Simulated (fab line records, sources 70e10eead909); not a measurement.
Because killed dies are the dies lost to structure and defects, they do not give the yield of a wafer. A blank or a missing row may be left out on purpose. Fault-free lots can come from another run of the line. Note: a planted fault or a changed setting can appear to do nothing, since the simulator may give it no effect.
fab line records    flow nand_harc
record lots=6  wafers=18  last_day=25
route steps=1159 shown P_STI@102 P_GATE@110 END@1159
lots untouched by any fault: they come from a run of this same line in which no faults occurred
start_h: hours from the record's opening day to when the first of the lot's shown wafers began    wait_h: how many hours have passed since the lot's step before this one    " same as the row above    L1.1+2: a row that stands for several wafers    - value missing, or start not given    * or withheld: withheld    < > ~ a bound
route shown NAME@n: NAME is a module with steps in the file, n the number in the route of the first one    usual: average and standard deviation across the fault-free wafers    same: alike in all rows    chamber/n: place in a boat    sites: the reading at each site    _std_site: standard deviation of those values    _edge_site: mean of outer sites minus mean of inner sites    radius_mm: how far each site lies from the wafer's centre    mask NAME#n: copy n    behind: the last tool/chamber to shape the wafer    hold: what put the lot on hold/how long, in hours/how the hold closed    device: names the non-switching transistor (n, p or np)    end of line: the same wafers' tests at the end of the route    a step given without rows: its recipe and nothing more    killed: dies that structure and defects cost at the first sort, which is not the same as the wafer's yield    map: the dies of a wafer, with x for killed, . for not killed, _ for no die there
set.NAME: setting as actually run; set.NAME@STEP: the setting as run at that earlier step    model.NAME: the simulator's own value behind a step, which no gauge read
lots at some steps of the route; a table a step, a row a wafer
services: the hour from which a tool's chamber was out of use, counted from the record's first day as start_h (under 0 if before that day), plus the number of hours and why
## steps
# step NHARC_P_STI_SRD_35
# step NHARC_P_STI_ETCH_36
# recipe target_depth_a=388  chemistry=dHF  material=SiO2
# step NHARC_P_STI_STRIP_24
# recipe temp_c=160  chemistry=H3PO4  material=Si3N4
# step NHARC_P_STI_ETCH_37
# recipe target_depth_a=110  chemistry=dHF  material=SiO2
# step NHARC_P_STI_PRECLEAN_38
# recipe time_s=*  temp_c=50  bath_age_min=0  chemistry=SC1
# step NHARC_P_STI_SRD_39
# step NHARC_P_STI_OXIDE_40
# recipe target_thk_a=100  temp_c=900  ox_time_s=1362  material=SiO2
# step NHARC_P_STI_INSPECT_25
# usual raw_defect_count=261/110
lot.wafer  tool               chamber  start_h  wait_h  raw_defect_count
L658.1     defect_inspect-02  -        68.49    0.4     477
L658.2     "                  -        "        "       413
L658.4     "                  -        "        "       233
L660.1     defect_inspect-01  -        81.84    0.4     208
L660.5     "                  -        "        "       232
L660.6     "                  -        "        "       287
L665.2     defect_inspect-01  -        119.17   0.4     384
L665.4     "                  -        "        "       320
L665.5     "                  -        "        "       463
L669.2     defect_inspect-01  -        146.18   0.4     151
L669.4     "                  -        "        "       123
L669.6     "                  -        "        "       107
L674.1     defect_inspect-01  -        166.30   0.4     334
L674.5     "                  -        "        "       187
L674.6     "                  -        "        "       146
L678.1     defect_inspect-02  -        194.83   0.4     272
L678.3     "                  -        "        "       335
L678.5     "                  -        "        "       335
# step NHARC_P_GATE_ETCH_69
# recipe target_depth_a=140  chemistry=dHF  material=SiO2
# step NHARC_P_GATE_PRECLEAN_70
# recipe time_s=*  temp_c=50  bath_age_min=0  chemistry=SC1
# step NHARC_P_GATE_SRD_01
# step NHARC_P_GATE_OXIDE_02
# recipe target_thk_a=375  temp_c=950  p_h2o_torr=720  ox_time_s=365  material=SiO2
lot.wafer   tool        chamber  start_h  wait_h
L658.1+2+4  furnace-07  0        71.54    -
L660.1+5+6  furnace-07  0        84.89    -
L665.2+4+5  furnace-08  0        122.45   -
L669.2+4+6  furnace-07  0        149.23   -
L674.1+5+6  furnace-02  0        169.59   -
L674.1+5+6  furnace-02  0        174.25   0.4
L678.1+3+5  furnace-07  0        197.87   -
L678.1+3+5  furnace-02  0        202.39   0.4
# step NHARC_P_GATE_DEHYDRATE_03
# recipe temp_c=150  time_s=120
# step NHARC_END_SORT_01
# recipe temp_c=25
# usual killed_at_array=27/10  killed_at_other=0.6/0.96  killed_at_periphery=3.4/2.7  killed_dies=31/10  killed_open=2.9/1.8  killed_short=1.8/1.4
# same gross_dies=677
lot.wafer  tool       chamber  start_h  wait_h  killed_at_array  killed_at_other  killed_at_periphery  killed_dies  killed_open  killed_short
L665.2     prober-01  0        493.60   2.8     19               1                11                   31           2            3
L669.4     prober-01  0        511.97   3.4     11               2                3                    16           3            4
L674.1     prober-02  0        540.17   2.6     20               0                657                  677          2            1
L674.5     prober-02  0        543.37   3.7     19               0                658                  677          6            3
L674.6     prober-02  0        544.17   4.0     16               0                661                  677          2            3
L678.1     prober-01  0        607.59   2.5     47               1                629                  677          4            1
L678.3     prober-01  0        609.19   3.1     39               0                638                  677          4            4
L678.5     prober-01  0        610.78   3.7     50               0                627                  677          5            4
# killed by level:class
L665.2 P_ZERO_WELL:chamber_film_flake=6 A_CHANNEL_HOLE_D1:chamber_film_flake=6 A_SLIT:chamber_film_flake=3 P_M2:chamber_film_flake=3 A_WL_FILL:chamber_film_flake=3 A_ONON_D1:geometric_particle:open=1 A_ONON_D1:geometric_particle:short=1 A_CHANNEL_FILL_D1:geometric_particle:short=1
L669.4 A_CHANNEL_HOLE_D1:chamber_film_flake=6 A_CHANNEL_FILL_D1:geometric_particle:short=2 P_STI:chamber_film_flake=2 P_M1:geometric_particle:open=1 A_SOURCE_PLATE:geometric_particle:short=1 A_M0:geometric_particle:short=1 A_M0:geometric_particle:open=1 STARTING-WAFER:geometric_particle:open=1
L674.1 P_GATE:area_oxide=657 A_CHANNEL_HOLE_D1:chamber_film_flake=10 A_SLIT:chamber_film_flake=3 A_CONTACT:chamber_film_flake=2 A_CONTACT:geometric_particle:open=1 A_CONTACT:geometric_particle:short=1 A_M0:geometric_particle:open=1 A_STAIRCASE:chamber_film_flake=1
L674.5 P_GATE:area_oxide=656 A_SLIT:chamber_film_flake=5 A_CONTACT:chamber_film_flake=3 A_WL_FILL:geometric_particle:short=2 P_CONTACT:geometric_particle:open=1 A_ONON_D1:geometric_particle:open=1 A_ONON_D1:geometric_particle:short=1 A_CHANNEL_HOLE_D1:geometric_particle:open=1
L674.6 P_GATE:area_oxide=658 A_CHANNEL_HOLE_D1:chamber_film_flake=6 A_CONTACT:chamber_film_flake=4 P_CONTACT:geometric_particle:short=2 A_SLIT:chamber_film_flake=2 A_SGD_CUT:geometric_particle:short=1 A_CONTACT:geometric_particle:open=1 A_BLC:geometric_particle:open=1
L678.1 P_GATE:area_oxide=625 A_SLIT:chamber_film_flake=19 A_CHANNEL_HOLE_D1:chamber_film_flake=11 A_CONTACT:chamber_film_flake=10 P_STI:chamber_film_flake=3 A_CONTACT:geometric_particle:open=2 P_M1:geometric_particle:open=1 A_CHANNEL_FILL_D1:geometric_particle:open=1
L678.3 P_GATE:area_oxide=632 A_SLIT:chamber_film_flake=17 A_CHANNEL_HOLE_D1:chamber_film_flake=10 A_CONTACT:chamber_film_flake=5 A_STAIRCASE:chamber_film_flake=4 P_CONTACT:geometric_particle:open=2 P_M0:geometric_particle:short=1 P_M1:geometric_particle:open=1
L678.5 P_GATE:area_oxide=624 A_SLIT:chamber_film_flake=20 A_CHANNEL_HOLE_D1:chamber_film_flake=11 A_CONTACT:chamber_film_flake=6 A_M0:geometric_particle:open=2 P_STI:chamber_film_flake=2 A_STAIRCASE:chamber_film_flake=2 A_SGD_CUT:chamber_film_flake=2
# map L674.1 (x killed, . not)
____________x____________
_________xxxxxxx_________
_______xxxxxxxxxxx_______
______xxxxxxxxxxxxx______
_____xxxxxxxxxxxxxxx_____
____xxxxxxxxxxxxxxxxx____
____xxxxxxxxxxxxxxxxx____
___xxxxxxxxxxxxxxxxxxx___
___xxxxxxxxxxxxxxxxxxx___
__xxxxxxxxxxxxxxxxxxxxx__
__xxxxxxxxxxxxxxxxxxxxx__
_xxxxxxxxxxxxxxxxxxxxxxx_
_xxxxxxxxxxxxxxxxxxxxxxx_
_xxxxxxxxxxxxxxxxxxxxxxx_
_xxxxxxxxxxxxxxxxxxxxxxx_
_xxxxxxxxxxxxxxxxxxxxxxx_
xxxxxxxxxxxxxxxxxxxxxxxxx
xxxxxxxxxxxxxxxxxxxxxxxxx
xxxxxxxxxxxxxxxxxxxxxxxxx
xxxxxxxxxxxxxxxxxxxxxxxxx
xxxxxxxxxxxxxxxxxxxxxxxxx
_xxxxxxxxxxxxxxxxxxxxxxx_
_xxxxxxxxxxxxxxxxxxxxxxx_
_xxxxxxxxxxxxxxxxxxxxxxx_
_xxxxxxxxxxxxxxxxxxxxxxx_
_xxxxxxxxxxxxxxxxxxxxxxx_
__xxxxxxxxxxxxxxxxxxxxx__
__xxxxxxxxxxxxxxxxxxxxx__
___xxxxxxxxxxxxxxxxxxx___
___xxxxxxxxxxxxxxxxxxx___
____xxxxxxxxxxxxxxxxx____
____xxxxxxxxxxxxxxxxx____
_____xxxxxxxxxxxxxxx_____
______xxxxxxxxxxxxx______
_______xxxxxxxxxxx_______
_________xxxxxxx_________
____________x____________
# map L678.1 (x killed, . not)
____________x____________
_________xxxxxxx_________
_______xxxxxxxxxxx_______
______xxxxxxxxxxxxx______
_____xxxxxxxxxxxxxxx_____
____xxxxxxxxxxxxxxxxx____
____xxxxxxxxxxxxxxxxx____
___xxxxxxxxxxxxxxxxxxx___
___xxxxxxxxxxxxxxxxxxx___
__xxxxxxxxxxxxxxxxxxxxx__
__xxxxxxxxxxxxxxxxxxxxx__
_xxxxxxxxxxxxxxxxxxxxxxx_
_xxxxxxxxxxxxxxxxxxxxxxx_
_xxxxxxxxxxxxxxxxxxxxxxx_
_xxxxxxxxxxxxxxxxxxxxxxx_
_xxxxxxxxxxxxxxxxxxxxxxx_
xxxxxxxxxxxxxxxxxxxxxxxxx
xxxxxxxxxxxxxxxxxxxxxxxxx
xxxxxxxxxxxxxxxxxxxxxxxxx
xxxxxxxxxxxxxxxxxxxxxxxxx
xxxxxxxxxxxxxxxxxxxxxxxxx
_xxxxxxxxxxxxxxxxxxxxxxx_
_xxxxxxxxxxxxxxxxxxxxxxx_
_xxxxxxxxxxxxxxxxxxxxxxx_
_xxxxxxxxxxxxxxxxxxxxxxx_
_xxxxxxxxxxxxxxxxxxxxxxx_
__xxxxxxxxxxxxxxxxxxxxx__
__xxxxxxxxxxxxxxxxxxxxx__
___xxxxxxxxxxxxxxxxxxx___
___xxxxxxxxxxxxxxxxxxx___
____xxxxxxxxxxxxxxxxx____
____xxxxxxxxxxxxxxxxx____
_____xxxxxxxxxxxxxxx_____
______xxxxxxxxxxxxx______
_______xxxxxxxxxxx_______
_________xxxxxxx_________
____________x____________
## services
tool        chamber  start_h  hours  kind
furnace-02  -        111.05   26.0   pm
## key
first_sign step=NHARC_P_GATE_OXIDE_02  reading=visit  direction=added
effect step=NHARC_END_SORT_01  reading=killed_at_periphery  direction=up  sigmas=99+  usual=3.4  struck=645
more_kills_born_at NHARC_P_GATE_OXIDE_02@furnace-02=3852
met_at NHARC_P_GATE_OXIDE_02
struck_wafers L674.1,L674.5,L674.6,L678.1,L678.3,L678.5
later_rows_left_out L674.1,L674.5,L674.6,L678.1,L678.3,L678.5
tester_left_out L674,L678
fault kind=repeated_step_whole  tool=furnace-02,furnace-07,furnace-08  chamber=-  onset_h=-  steps=NHARC_P_GATE_OXIDE_02  times=1  scope=struck_lots_only
# tester_left_out: of these lots the tester's yield and bins aren't shown, on N5 and GAA mostly nor the transistor test; their killed dies are dies lost to structure and defects alone, not to doping, threshold or leakage, so they don't give the yield
# later_rows_left_out: the simulator's readings of these wafers behind a module that went badly wrong aren't trusted and aren't shown, but for the sort
